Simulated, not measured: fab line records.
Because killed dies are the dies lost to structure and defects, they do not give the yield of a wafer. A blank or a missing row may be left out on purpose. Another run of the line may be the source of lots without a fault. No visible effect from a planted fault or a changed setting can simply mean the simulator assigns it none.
One fault seen from 2 desks | flow n5 finfet | what lay behind the numbers comes last; until then each desk has only its own

## METROLOGY DESK
Means of the sampled wafers that have a number, per lot and without regard to the tool the lot ran on: this is what the gauges read. If a lot's mean is further than 4 standard deviations from the usual mean, the lot is out of limits and carries the mark OUT (the distance appears in the brackets). Only the readings that lie furthest out on some lot appear, 7 of the 11 it has.
Columns: A = thk nm at N5_BEOL_M0_SAQP_THK_MEAS_05, usual 59.9 nm; B = IOFF_N at N5_BEOL_M4_RC_MEAS_101, usual 0.15 nA/um; C = IOFF_P at N5_BEOL_M4_RC_MEAS_101, usual 0.20 nA/um; D = ION_P at N5_BEOL_M4_RC_MEAS_101, usual 460 uA/um; E = SS_P at N5_BEOL_M4_RC_MEAS_101, usual 73.2 mV/dec; F = VT_N at N5_BEOL_M4_RC_MEAS_101, usual 250 mV; G = VT_P at N5_BEOL_M4_RC_MEAS_101, usual -251 mV
lot  | first seen here | A    | B    | C    | D   | E    | F   | G
L377 | day 6 02:12     | 60.3 | 0.14 | 0.16 | 451 | 72.5 | 250 | -253
L378 | day 6 06:19     | 60.1 | 0.17 | 0.24 | 461 | 73.3 | 248 | -247
L379 | day 6 15:51     | 60.2 | 0.19 | 0.28 | 464 | 74.2 | 246 | -242
L380 | day 6 20:13     | 57.6 | 0.14 | 0.17 | 457 | 73.0 | 250 | -255
L381 | day 7 02:38     | 58.6 | 0.16 | 0.22 | 454 | 73.7 | 249 | -251
L389 | day 9 05:09     | 59.7 | 0.15 | 0.18 | 457 | 73.1 | 251 | -254
L393 | day 10 02:41    | 60.1 | 0.14 | 0.17 | 451 | 73.2 | 254 | -257
L396 | day 10 17:05    | 59.5 | 0.15 | 0.19 | 460 | 73.9 | 253 | -253
L397 | day 11 00:59    | 60.1 | 0.15 | 0.19 | 461 | 72.8 | 248 | -252
Result from this desk: across the 9 lots, nothing is out of limits.

## THE TOOL OWNER'S DESK: pecvd-02
The tool's own readings at N5_BEOL_M0_SAQP_PECVD_04 (deposits a-Si from SiH4/He, target thk 60 nm, time 60.2 s): means of the sampled wafers that have a number, for each lot that ran on this tool. If a lot's mean is further than 4 standard deviations from the usual mean, the lot is out of limits and carries the mark OUT (the distance appears in the brackets).
Columns: A = heater power outer w at N5_BEOL_M0_SAQP_PECVD_04, usual 380 W; B = heater power w at N5_BEOL_M0_SAQP_PECVD_04, usual 637 W; C = showerhead plenum p Torr at N5_BEOL_M0_SAQP_PECVD_04, usual 5.65 Torr; D = throttle valve pct at N5_BEOL_M0_SAQP_PECVD_04, usual 17.9 %
lot  | first seen here | A   | B   | C    | D
L377 | day 6 02:06     | 371 | 601 | 5.67 | 16.8
L379 | day 6 15:45     | 414 | 656 | 5.72 | 18.8
L380 | day 6 20:07     | 387 | 628 | 5.68 | 17.8
L381 | day 7 02:32     | 424 | 665 | 5.69 | 17.8
L393 | day 10 02:35    | 368 | 595 | 5.66 | 16.9
Result from this desk: across the 5 lots, nothing is out of limits.

## ALL TOGETHER
From the metrology desk's view, nothing was out of limits.
The tool owner's desk saw nothing out of limits.

## WHAT THE SIMULATOR HAD PUT IN
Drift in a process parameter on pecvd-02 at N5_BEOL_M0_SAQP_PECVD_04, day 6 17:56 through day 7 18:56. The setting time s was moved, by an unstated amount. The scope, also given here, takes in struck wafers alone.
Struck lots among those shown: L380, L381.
